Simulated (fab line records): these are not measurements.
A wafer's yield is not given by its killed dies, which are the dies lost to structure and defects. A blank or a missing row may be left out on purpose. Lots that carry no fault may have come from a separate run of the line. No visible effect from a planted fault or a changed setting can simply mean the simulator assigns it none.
Chamber matching -- flow nand-harc -- NHARC_A_STAIRCASE_DESCUM_443 on rie-diel-13: 4 sister chambers
The step chemistry O2, time 3 s. 4 wafers are shown with their chamber, then 7 later ones without.

WAFERS, EACH WITH ITS CHAMBER
wafer,chamber,drypump-motor-current-A (A)
L081.3,0,5.62
L086.3,1,5.64
L088.1,3,5.62
L088.5,2,6.04

WAFERS WITH NO CHAMBER GIVEN
wafer,drypump-motor-current-A (A)
L088.6,5.61
L087.1,5.62
L087.2,5.62
L087.6,6.02
L092.2,6.00
L092.4,5.59
L092.5,5.63

CHAMBER TAKEN BY EACH
wafer,from the rows above,in truth
L088.6,can't be placed: 0 or 3 or 1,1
L087.1,can't be placed: 0 or 3 or 1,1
L087.2,can't be placed: 0 or 3 or 1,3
L087.6,2,2
L092.2,2,2
L092.4,can't be placed: 0 or 3 or 1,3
L092.5,can't be placed: 0 or 1 or 3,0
Correct placement for 2 of the 7. These rows do not allow placing 5 (true chamber among the candidates in 5). 0 placed wrongly.
How it was worked out, from the rows above alone: a wafer's distance from a chamber is the root of the sum, over the readings, of the square of ((its reading less the chamber's mean) divided by the reading's scatter). If the next closest chamber is less than 2 further off than the closest, the wafer can't be placed; otherwise it belongs to the closest. Each chamber's mean is taken over the wafers shown for it. The scatter: root of mean squared gap, hidden wafer to nearest shown wafer, with one shown wafer a chamber.
